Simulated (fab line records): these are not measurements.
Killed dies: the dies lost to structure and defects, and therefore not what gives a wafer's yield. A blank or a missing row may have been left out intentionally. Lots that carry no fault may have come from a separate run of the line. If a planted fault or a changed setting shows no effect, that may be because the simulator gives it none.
Matching of chambers	flow n5Finfet	3 sister chambers for N5_BEOL_M4_PRE_CLEAN_60 on cvdCo-01
The step time 15 s. 6 wafers are shown with their chamber, then 10 later ones without.

== WAFERS, EACH WITH ITS CHAMBER ==
wafer	chamber	heaterPowerW (W)
L079.1	2	46
L079.2	1	75
L079.4	2	46
L079.6	1	76
L081.2	0	68
L081.4	0	66

== WAFERS MISSING THEIR CHAMBER ==
wafer	heaterPowerW (W)
L081.5	76
L084.1	69
L084.3	76
L084.5	67
L083.1	46
L083.3	69
L083.5	76
L097.1	66
L097.2	46
L097.4	66

== WHICH CHAMBER EACH WENT THROUGH ==
wafer	from the rows above	in truth
L081.5	1	1
L084.1	0	0
L084.3	1	1
L084.5	0	0
L083.1	2	2
L083.3	0	0
L083.5	1	1
L097.1	0	0
L097.2	2	2
L097.4	0	0
Correctly placed: 10 of 10. Number that these rows cannot place: 0. 0 placed wrongly.
How it was worked out, from the rows above alone: a wafer's distance from a chamber is the root of the sum, over the readings, of the square of ((its reading less the chamber's mean) divided by the reading's scatter). If the next closest chamber is less than 2 further off than the closest, the wafer can't be placed; otherwise it belongs to the closest. A chamber's mean is the mean of its shown wafers. The scatter: the root of (the sum of the squares of (reading less its chamber's mean) over the shown wafers, divided by (wafers less chambers)).
